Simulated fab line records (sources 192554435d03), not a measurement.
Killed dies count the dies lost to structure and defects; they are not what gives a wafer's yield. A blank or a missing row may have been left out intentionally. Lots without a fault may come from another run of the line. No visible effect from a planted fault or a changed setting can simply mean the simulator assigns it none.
fab line records	flow n5_finfet	part 1 of 2: steps 1 to 24 of 32
[record] lots = 5	wafers = 15	last_day = 17
route steps=1938 shown BEOL_M3@1007 BEOL_M4@1021
lots that met no fault: taken from a fault-free run of the same line
start_h: hours from the record's first day to the start of the lot's first wafer shown	wait_h: hours since the lot's step before	" as in the row above	L1.1+2: a row that stands for several wafers	- value missing, or start not given	* or withheld: withheld	< > ~ a bound
route shown NAME@n: names a module that has steps shown in the file, with the first one's number in the route	usual: mean and standard deviation over wafers with no fault	same: alike in all rows	chamber/n: place in a boat	sites: each site's reading	_std_site: the values' standard deviation	_edge_site: inner sites' mean taken away from outer sites' mean	radius_mm: for every site, how far away it sits from the centre of the wafer	mask NAME#n: copy n	behind: the tool/chamber that last shaped the wafer	hold: cause of the lot's hold/its duration in hours/its outcome	device: names the non-switching transistor (n, p or np)	end of line: tests of these same wafers at the route's end	step lacking rows: just its recipe	killed: not the wafer's yield, but the dies lost to structure and defects at the first sort	map: a wafer's dies, marking killed ones x, the rest . and places with no die _
set.NAME: the run value of the setting; set.NAME@STEP: its run value at that earlier step	model.NAME: the simulator's own value behind a step, which no gauge read
lots at selected steps of the route; one table per step, one row per wafer
services: when a tool's chamber went out of use (start_h, in hours from the record's first day, below 0 if earlier), for how many hours, and the reason
[[steps]]
[step N5_BEOL_M3_ANNEAL_93]
[recipe] temp_c = 400	time_s = 240	ambient = vacuum
[usual] heater_power_w = 850/66
lot.wafer	tool	chamber	start_h	wait_h	heater_power_w
L076.3	pvd_sputter-02	-	160.48	0.0	854
L076.4	"	-	"	"	865
L076.5	"	-	"	"	782
L078.1	pvd_sputter-01	-	174.16	0.0	734
L078.2	"	-	"	"	902
L078.6	"	-	"	"	754
L081.1	pvd_sputter-01	-	192.62	0.0	742
L081.2	"	-	"	"	988
L081.3	"	-	"	"	865
L084.2	pvd_sputter-03	-	208.59	0.0	774
L084.4	"	-	"	"	782
L084.6	"	-	"	"	915
L097.2	pvd_sputter-02	-	286.47	0.0	868
L097.3	"	-	"	"	763
L097.6	"	-	"	"	778
[step N5_BEOL_M3_SPUTTER_94]
[recipe] material = Cu	target_thk_a = 45	temp_c = -20	chamber_pressure_pa = 0.07	power_w = withheld	time_s = 8.29
[usual] chamber_pressure_pa = 0.07001/0.00017	substrate_temp_c = -20.00/0.12	throttle_valve_pct = 30.2/1.1
lot.wafer	tool	chamber	start_h	wait_h	chamber_pressure_pa	substrate_temp_c	throttle_valve_pct
L076.3	pvd_sputter-02	-	160.62	0.1	0.06996	-20.08	30.4
L076.4	"	-	"	"	0.06984	-20.20	31.6
L076.5	"	-	"	"	0.07017	-20.22	29.0
L078.1	pvd_sputter-01	-	174.30	0.1	0.07004	-20.05	30.7
L078.2	"	-	"	"	0.06997	-20.00	28.8
L078.6	"	-	"	"	0.0701	-19.85	30.8
L081.1	pvd_sputter-01	-	192.76	0.1	0.06949	-19.93	31.1
L081.2	"	-	"	"	0.07014	-20.03	29.8
L081.3	"	-	"	"	0.07008	-20.14	30.2
L084.2	pvd_sputter-03	-	208.73	0.1	0.07012	-20.12	31.9
L084.4	"	-	"	"	0.07015	-20.07	31.0
L084.6	"	-	"	"	0.06969	-19.98	29.6
L097.2	pvd_sputter-02	-	286.61	0.1	0.06979	-20.01	30.4
L097.3	"	-	"	"	0.06993	-20.23	28.8
L097.6	"	-	"	"	0.06985	-20.32	28.9
[step N5_BEOL_M3_ANNEAL_95]
[recipe] temp_c = 400	time_s = 240	ambient = vacuum
[usual] heater_power_w = 849/66
lot.wafer	tool	chamber	start_h	wait_h	heater_power_w
L076.3	pvd_sputter-02	-	160.70	0.0	854
L076.4	"	-	"	"	856
L076.5	"	-	"	"	807
L078.1	pvd_sputter-01	-	174.38	0.0	745
L078.2	"	-	"	"	925
L078.6	"	-	"	"	753
L081.1	pvd_sputter-01	-	192.84	0.0	758
L081.2	"	-	"	"	1018
L081.3	"	-	"	"	866
L084.2	pvd_sputter-03	-	208.81	0.0	791
L084.4	"	-	"	"	781
L084.6	"	-	"	"	925
L097.2	pvd_sputter-02	-	286.69	0.0	914
L097.3	"	-	"	"	777
L097.6	"	-	"	"	769
[step N5_BEOL_M3_SPUTTER_96]
[recipe] material = Cu	target_thk_a = 45	temp_c = -20	chamber_pressure_pa = 0.07	power_w = withheld	time_s = 8.29
[usual] chamber_pressure_pa = 0.07001/0.00013	substrate_temp_c = -20.00/0.1	throttle_valve_pct = 30.2/1.1
lot.wafer	tool	chamber	start_h	wait_h	chamber_pressure_pa	substrate_temp_c	throttle_valve_pct
L076.3	pvd_sputter-02	-	160.84	0.1	0.07004	-20.06	30.7
L076.4	"	-	"	"	0.07005	-20.01	31.2
L076.5	"	-	"	"	0.07	-19.92	29.2
L078.1	pvd_sputter-01	-	174.52	0.1	0.07037	-19.95	30.8
L078.2	"	-	"	"	0.07016	-20.03	28.6
L078.6	"	-	"	"	0.07015	-20.15	30.9
L081.1	pvd_sputter-01	-	192.98	0.1	0.07032	-20.13	30.5
L081.2	"	-	"	"	0.0698	-20.12	30.0
L081.3	"	-	"	"	0.07007	-20.04	30.2
L084.2	pvd_sputter-03	-	208.95	0.1	0.0699	-19.97	32.2
L084.4	"	-	"	"	0.06998	-20.01	30.9
L084.6	"	-	"	"	0.06993	-20.08	29.5
L097.2	pvd_sputter-02	-	286.83	0.1	0.06993	-20.08	31.0
L097.3	"	-	"	"	0.07027	-19.95	28.9
L097.6	"	-	"	"	0.0702	-20.00	29.0
[step N5_BEOL_M3_ECD_50]
[recipe] material = Cu	target_thk_a = 3000
lot.wafer	tool	chamber	start_h	wait_h
L076.3+4+5	ecd_cu-01	0,1,0	160.97	0.1
L078.1+2+6	ecd_cu-01	0,1,1	174.63	0.1
L081.1+2+3	ecd_cu-01	1,0,0	193.10	0.1
L084.2+4+6	ecd_cu-01	1,0,0	209.07	0.1
L097.2+3+6	ecd_cu-02	0,0,1	286.95	0.1
[step N5_BEOL_M3_ANNEAL_51]
[recipe] temp_c = 225	time_s = 90	ambient = N2
[usual] wafer_temp_C_max = 225.63/0.19
lot.wafer	tool	chamber	start_h	wait_h	wafer_temp_C_max
L076.3	rtp_anneal-02	0	161.12	0.1	225.56
L076.4	"	0	"	"	225.48
L076.5	"	0	"	"	225.53
L078.1	rtp_anneal-02	0	174.71	0.1	225.69
L078.2	"	0	"	"	225.69
L078.6	"	0	"	"	225.65
L081.1	rtp_anneal-02	0	193.18	0.1	225.50
L081.2	"	0	"	"	225.51
L081.3	"	0	"	"	225.43
L084.2	rtp_anneal-02	0	209.25	0.2	225.52
L084.4	"	0	"	"	225.58
L084.6	"	0	"	"	225.64
L097.2	rtp_anneal-02	0	287.22	0.3	225.15
L097.3	"	0	"	"	225.46
L097.6	"	0	"	"	225.51
[step N5_BEOL_M3_CMP_52]
[recipe] stop_on = SiOC	t_overpolish_s = 6.8	down_force_psi = 1	platen_rpm = 50	clearing_platen_down_force_psi = 1.5	clearing_platen_rpm = 50	post_cmp_clean = cu_alkaline	target_thk_nm = 40	clearing_platen_pad_velocity_m_s = 0.99484	pad_velocity_m_s = 0.99484
[usual] barrier_field_endpoint_s = 24.3/0.62	motor_current_A = 6.2/0.5	overpolish_run_s = 6.800/0.0091	time_to_endpoint_s = 60.6/3
lot.wafer	tool	chamber	start_h	wait_h	barrier_field_endpoint_s	motor_current_A	overpolish_run_s	time_to_endpoint_s
L076.4	cmp-03	2	161.33	0.1	24.6	5.8	6.805	64.1
L076.3	"	0	"	"	24.1	6.0	6.794	59.8
L076.5	"	3	"	"	24.9	6.7	6.799	62.2
L078.1	cmp-03	1	175.01	0.3	24.8	6.4	6.793	64.1
L078.2	"	2	"	"	23.9	5.9	6.788	63.9
L078.6	"	2	"	"	24.2	5.7	6.787	62.2
L081.3	cmp-03	0	193.47	0.2	23.3	6.2	6.797	57.7
L081.2	"	1	"	"	23.6	6.6	6.804	59.4
L081.1	"	3	"	"	23.4	6.8	6.794	58.7
L084.2	cmp-03	0	209.59	0.3	23.2	5.6	6.799	53.4
L084.4	"	3	"	"	24.0	6.5	6.809	58.9
L084.6	"	1	"	"	23.5	6.4	6.806	59.5
L097.3	cmp-03	2	287.51	0.2	23.8	5.9	6.793	59.3
L097.2	"	3	"	"	24.1	6.7	6.796	56.1
L097.6	"	2	"	"	24.7	5.7	6.796	59.4
[step N5_BEOL_M3_THK_MEAS_53]
[recipe] thk_meas_gauge = xrf	reads = Cu_of_BEOL_M3_ECD_50
[usual] M3_THK = 39.2/1.5
lot.wafer	tool	chamber	start_h	wait_h	M3_THK[nm]
L076.3	film_metro-02	-	161.63	-	38.8
L076.4	"	-	"	"	41.6
L076.5	"	-	"	"	40.4
L078.1	film_metro-02	-	175.30	-	38.6
L078.2	"	-	"	"	40.3
L078.6	"	-	"	"	41.9
L081.1	film_metro-02	-	193.77	-	38.7
L081.2	"	-	"	"	37.2
L081.3	"	-	"	"	38.1
L084.2	film_metro-01	-	209.88	-	35.6
L084.4	"	-	"	"	38.2
L084.6	"	-	"	"	38.2
L097.2	film_metro-02	-	287.77	-	38.3
L097.3	"	-	"	"	38.0
L097.6	"	-	"	"	38.8
[step N5_BEOL_M3_PRE_CLEAN_60]
[recipe] gas = NH3/H2	time_s = 15	temp_c = *	rf_power_w = 300
[usual] heater_power_w = 86/17
lot.wafer	tool	chamber	start_h	wait_h	heater_power_w	since_wet_clean_h
L076.3	cvd_co-01	0	161.67	0.0	86	703
L076.4	"	2	"	"	80	-
L076.5	"	1	"	"	118	-
L078.1	cvd_co-01	2	175.34	0.0	81	257
L078.2	"	1	"	"	118	1154
L078.6	"	1	"	"	122	-
L081.1	cvd_co-02	1	193.80	0.0	64	57
L081.2	"	2	"	"	90	494
L081.3	"	0	"	"	73	954
L084.2	cvd_co-01	2	209.99	0.1	83	292
L084.4	"	0	"	"	87	-
L084.6	"	1	"	"	119	-
L097.2	cvd_co-02	2	287.80	0.0	89	588
L097.3	"	1	"	"	66	151
L097.6	"	2	"	"	88	-
[step N5_BEOL_M3_CO_CAP_55]
[recipe] material = Co	target_thk_a = 20	temp_c = 200	precursor = CCTBA/H2	pressure_torr = 30	time_s = 102.1
[usual] chamber_pressure_Torr = 30.00/0.073	heater_power_w = 238/21
lot.wafer	tool	chamber	start_h	wait_h	chamber_pressure_Torr	heater_power_w	since_wet_clean_h
L076.3	cvd_co-01	0	161.71	0.0	29.98	233	703
L076.4	"	2	"	"	30.07	225	-
L076.5	"	1	"	"	29.95	277	-
L078.1	cvd_co-01	2	175.38	0.0	29.98	231	257
L078.2	"	1	"	"	30.04	273	1154
L078.6	"	1	"	"	29.96	279	-
L081.1	cvd_co-02	1	193.84	0.0	30.09	204	57
L081.2	"	2	"	"	30.05	239	495
L081.3	"	0	"	"	30.02	225	954
L084.2	cvd_co-01	2	210.03	0.0	30.05	229	292
L084.4	"	0	"	"	30.02	235	-
L084.6	"	1	"	"	30.04	277	-
L097.2	cvd_co-02	2	287.84	0.0	29.95	239	589
L097.3	"	1	"	"	29.99	214	151
L097.6	"	2	"	"	29.92	241	-
[step N5_BEOL_M3_PRE_CLEAN_56]
[recipe] gas = NH3	time_s = 15	temp_c = withheld	rf_power_w = 300
lot.wafer	tool	chamber	start_h	wait_h	since_wet_clean_h
L076.3	pecvd-04	2	161.80	0.1	112
L076.4	"	1	"	"	-
L076.5	"	2	"	"	-
L078.1	pecvd-02	1	175.47	0.1	1423
L078.2	"	2	"	"	2148
L078.6	"	2	"	"	-
L081.1	pecvd-02	2	193.95	0.1	2167
L081.2	"	1	"	"	1442
L081.3	"	0	"	"	717
L084.2	pecvd-03	0	210.12	0.1	1095
L084.4	"	0	"	"	-
L084.6	"	1	"	"	-
L097.2	pecvd-02	0	287.95	0.1	811
L097.3	"	2	"	"	57
L097.6	"	0	"	"	-
[step N5_BEOL_M3_DEP_57]
[recipe] material = SiCN	target_thk_a = 80	temp_c = withheld	precursor = 3MS/NH3	pressure_torr = 3	rf_w = 202	time_s = 14
[usual] chamber_pressure_Torr = 3.001/0.0066	showerhead_plenum_p_Torr = 3.669/0.016	throttle_valve_pct = 9.3/0.96
lot.wafer	tool	chamber	start_h	wait_h	chamber_pressure_Torr	showerhead_plenum_p_Torr	since_wet_clean_h	throttle_valve_pct
L076.3	pecvd-04	2	161.82	0.0	3.013	3.660	112	8.0
L076.4	"	1	"	"	3.002	3.678	-	11.6
L076.5	"	2	"	"	3.004	3.674	-	7.9
L078.1	pecvd-02	1	175.50	0.0	3.008	3.668	1423	9.3
L078.2	"	2	"	"	2.996	3.694	2148	8.7
L078.6	"	2	"	"	3.003	3.683	-	8.8
L081.1	pecvd-02	2	193.97	0.0	3.003	3.694	2167	8.7
L081.2	"	1	"	"	2.995	3.676	1442	9.3
L081.3	"	0	"	"	3.000	3.652	717	9.2
L084.2	pecvd-03	0	210.14	0.0	3.005	3.662	1095	8.7
L084.4	"	0	"	"	3.005	3.668	-	8.5
L084.6	"	1	"	"	2.997	3.656	-	9.0
L097.2	pecvd-02	0	287.97	0.0	3.006	3.647	811	8.9
L097.3	"	2	"	"	3.003	3.691	57	8.3
L097.6	"	0	"	"	3.012	3.655	-	8.7
[step N5_BEOL_M3_RS_MEAS_58]
[recipe] thk_meas_gauge = four-point-probe	reads = Co_of_BEOL_M3_CO_CAP_55+Cu_of_BEOL_M3_ECD_50+Co_of_BEOL_M3_CVD_47+TaN_of_BEOL_M3_ALD_84
[usual] M3_RS = 0.68/0.032
lot.wafer	tool	chamber	start_h	wait_h	M3_RS[ohm/sq]
L076.3	film_metro-02	-	161.89	0.1	0.68
L076.4	"	-	"	"	0.63
L076.5	"	-	"	"	0.65
L078.1	film_metro-02	-	175.56	0.0	0.70
L078.2	"	-	"	"	0.66
L078.6	"	-	"	"	0.63
L081.1	film_metro-02	-	194.04	0.0	0.69
L081.2	"	-	"	"	0.73
L081.3	"	-	"	"	0.71
L084.2	film_metro-02	-	210.23	0.1	0.75
L084.4	"	-	"	"	0.69
L084.6	"	-	"	"	0.68
L097.2	film_metro-01	-	288.04	0.1	0.71
L097.3	"	-	"	"	0.72
L097.6	"	-	"	"	0.70
[step N5_BEOL_M3_INSPECT_59]
[recipe] inspect_instrument = darkfield	mode = post_dep
[usual] raw_defect_count = 73/22
lot.wafer	tool	chamber	start_h	wait_h	raw_defect_count
L076.3	defect_inspect-02	-	161.92	0.0	83
L076.4	"	-	"	"	109
L076.5	"	-	"	"	86
L078.1	defect_inspect-02	-	175.59	0.0	55
L078.2	"	-	"	"	46
L078.6	"	-	"	"	69
L081.1	defect_inspect-01	-	194.07	0.0	59
L081.2	"	-	"	"	50
L081.3	"	-	"	"	70
L084.2	defect_inspect-02	-	210.25	0.0	102
L084.4	"	-	"	"	70
L084.6	"	-	"	"	58
L097.2	defect_inspect-01	-	288.07	0.0	85
L097.3	"	-	"	"	115
L097.6	"	-	"	"	78
[step N5_BEOL_M4_ILD_DEP_00]
[recipe] material = SiOC	target_thk_a = 790	temp_c = 350	precursor = DEMS/O2	pressure_torr = 5	rf_w = 500	time_s = 15.3
[usual] chamber_pressure_Torr = 4.999/0.011	heater_power_w = 510/75	showerhead_plenum_p_Torr = 5.692/0.019	throttle_valve_pct = 11.6/0.45
lot.wafer	tool	chamber	start_h	wait_h	chamber_pressure_Torr	heater_power_w	showerhead_plenum_p_Torr	since_wet_clean_h	throttle_valve_pct
L076.3	pecvd-01	2	161.95	0.0	5.002	445	5.698	474	11.8
L076.4	"	2	"	"	4.992	437	5.715	-	11.7
L076.5	"	0	"	"	5.001	629	5.682	-	11.5
L078.1	pecvd-03	0	175.63	0.0	5.001	442	5.680	1061	11.2
L078.2	"	2	"	"	5.002	529	5.663	307	12.0
L078.6	"	0	"	"	4.985	451	5.710	-	11.4
L081.1	pecvd-01	0	194.10	0.0	5.001	643	5.672	1260	11.8
L081.2	"	2	"	"	4.991	495	5.716	506	11.8
L081.3	"	1	"	"	4.990	468	5.707	1985	11.0
L084.2	pecvd-01	2	210.29	0.0	4.993	477	5.703	523	11.6
L084.4	"	2	"	"	5.003	486	5.708	-	11.6
L084.6	"	0	"	"	5.005	629	5.666	-	11.6
L097.2	pecvd-01	1	288.10	0.0	5.014	471	5.728	2079	11.0
L097.3	"	0	"	"	5.005	643	5.695	-	11.7
L097.6	"	0	"	"	4.990	657	5.672	-	11.9
[step N5_BEOL_M4_THK_MEAS_01]
[recipe] reads = SiOC_of_BEOL_M4_ILD_DEP_00
[usual] M4_ILD_THK = 79.0/1.1
lot.wafer	tool	chamber	start_h	wait_h	M4_ILD_THK[nm]
L076.3	film_metro-02	-	162.02	0.1	78.6
L076.4	"	-	"	"	79.4
L076.5	"	-	"	"	81.0
L078.1	film_metro-01	-	175.69	0.0	77.7
L078.2	"	-	"	"	77.2
L078.6	"	-	"	"	79.4
L081.1	film_metro-02	-	194.17	0.0	78.5
L081.2	"	-	"	"	78.0
L081.3	"	-	"	"	78.8
L084.2	film_metro-01	-	210.36	0.1	77.3
L084.4	"	-	"	"	78.2
L084.6	"	-	"	"	79.3
L097.2	film_metro-02	-	288.19	0.1	78.3
L097.3	"	-	"	"	79.9
L097.6	"	-	"	"	80.2
[step N5_BEOL_M4_PECVD_72]
[recipe] material = SiO2	target_thk_a = 160	temp_c = 400	precursor = TEOS/O2	pressure_torr = 5.5	rf_w = 450	teos_flow_sccm = 53.8	gas = O2	flow_sccm = 3000	time_s = 18
[usual] chamber_pressure_Torr = 5.500/0.012	heater_power_w = 735/98	showerhead_plenum_p_Torr = 8.77/0.079	throttle_valve_pct = 21.9/0.87
lot.wafer	tool	chamber	start_h	wait_h	chamber_pressure_Torr	heater_power_w	showerhead_plenum_p_Torr	since_wet_clean_h	throttle_valve_pct
L076.3	pecvd-02	1	162.06	0.0	5.527	656	8.82	1410	23.6
L076.4	"	0	"	"	5.542	820	8.72	-	22.3
L076.5	"	2	"	"	5.484	613	8.91	-	21.9
L078.1	pecvd-01	2	175.73	0.0	5.507	636	8.84	488	21.8
L078.2	"	0	"	"	5.493	1006	8.66	1242	21.4
L078.6	"	1	"	"	5.507	686	8.87	-	20.8
L081.1	pecvd-03	2	194.21	0.0	5.499	664	8.66	325	22.2
L081.2	"	1	"	"	5.493	771	8.75	1804	22.4
L081.3	"	0	"	"	5.505	759	8.80	1079	21.1
L084.2	pecvd-03	1	210.39	0.0	5.500	859	8.74	1821	22.3
L084.4	"	1	"	"	5.524	838	8.75	-	22.3
L084.6	"	2	"	"	5.494	703	8.65	-	22.3
L097.2	pecvd-02	0	288.22	0.0	5.509	694	8.71	811	22.1
L097.3	"	1	"	"	5.513	638	8.80	1536	23.6
L097.6	"	1	"	"	5.495	639	8.78	-	23.6
[step N5_BEOL_M4_HM_DEP_02]
[recipe] material = TiN	target_thk_a = 200	temp_c = 25	chamber_pressure_pa = 0.49996
[usual] chamber_pressure_pa = 0.5000/0.001	substrate_temp_c = 25.00/0.1	throttle_valve_pct = 30.1/1
lot.wafer	tool	chamber	start_h	wait_h	chamber_pressure_pa	substrate_temp_c	throttle_valve_pct
L076.3	pvd_sputter-02	-	162.30	0.2	0.4986	25.05	28.8
L076.4	"	-	"	"	0.5014	25.02	31.4
L076.5	"	-	"	"	0.5002	24.94	30.2
L078.1	pvd_sputter-02	-	176.33	0.6	0.4992	25.04	29.2
L078.2	"	-	"	"	0.4995	24.95	30.6
L078.6	"	-	"	"	0.4985	24.95	31.2
L081.1	pvd_sputter-03	-	194.73	0.5	0.5015	24.86	29.6
L081.2	"	-	"	"	0.4990	24.87	29.4
L081.3	"	-	"	"	0.5003	24.94	31.8
L084.2	pvd_sputter-02	-	210.45	0.0	0.4997	25.06	31.3
L084.4	"	-	"	"	0.5015	25.13	30.5
L084.6	"	-	"	"	0.5001	25.05	29.0
L097.2	pvd_sputter-02	-	288.43	0.2	0.4998	24.96	28.8
L097.3	"	-	"	"	0.4991	25.00	29.5
L097.6	"	-	"	"	0.5016	24.97	30.8
[step N5_BEOL_M4_COAT_61]
[recipe] resist = SOC	temp_c = 250	time_s = 60	spin_rpm = 1500	resist_thk_nm = 60
lot.wafer	tool	chamber	start_h	wait_h
L076.3+4+5	litho_track-01	0	162.43	0.1
L078.1+2+6	litho_track-01	0	176.46	0.1
L081.1+2+3	litho_track-01	0	194.86	0.1
L084.2+4+6	litho_track-04	0	210.57	0.1
L097.2+3+6	litho_track-01	0	288.56	0.1
[step N5_BEOL_M4_COAT_62]
[recipe] resist = SiARC	temp_c = 220	time_s = 60	spin_rpm = 1500	resist_thk_nm = 12
lot.wafer	tool	chamber	start_h	wait_h
L076.3+4+5	litho_track-01	0	-	-
L078.1+2+6	litho_track-01	0	-	-
L081.1+2+3	litho_track-01	0	-	-
L084.2+4+6	litho_track-04	0	-	-
L097.2+3+6	litho_track-01	0	-	-
[step N5_BEOL_M4_COAT_73]
[recipe] resist = underlayer	temp_c = 205	time_s = 60	spin_rpm = 1500	resist_thk_nm = 5
lot.wafer	tool	chamber	start_h	wait_h
L076.3+4+5	litho_track-01	0	-	-
L078.1+2+6	litho_track-01	0	-	-
L081.1+2+3	litho_track-01	0	-	-
L084.2+4+6	litho_track-04	0	-	-
L097.2+3+6	litho_track-01	0	-	-
[step N5_BEOL_M4_COAT_05]
[recipe] resist = CAR-EUV	spin_rpm = 1500	resist_thk_nm = 30
lot.wafer	tool	chamber	start_h	wait_h
L076.3+4+5	litho_track-01	0	-	-
L078.1+2+6	litho_track-01	0	-	-
L081.1+2+3	litho_track-01	0	-	-
L084.2+4+6	litho_track-04	0	-	-
L097.2+3+6	litho_track-01	0	-	-
[step N5_BEOL_M4_EBR_07]
[recipe] solvent = PGMEA	ebr_width_mm = 1.5
lot.wafer	tool	chamber	start_h	wait_h
L076.3+4+5	litho_track-01	0	-	-
L078.1+2+6	litho_track-01	0	-	-
L081.1+2+3	litho_track-01	0	-	-
L084.2+4+6	litho_track-04	0	-	-
L097.2+3+6	litho_track-01	0	-	-
[step N5_BEOL_M4_SOFTBAKE_06]
[recipe] temp_c = 110	time_s = 60	resist = CAR-EUV
lot.wafer	tool	chamber	start_h	wait_h
L076.3+4+5	litho_track-01	0	-	-
L078.1+2+6	litho_track-01	0	-	-
L081.1+2+3	litho_track-01	0	-	-
L084.2+4+6	litho_track-04	0	-	-
L097.2+3+6	litho_track-01	0	-	-
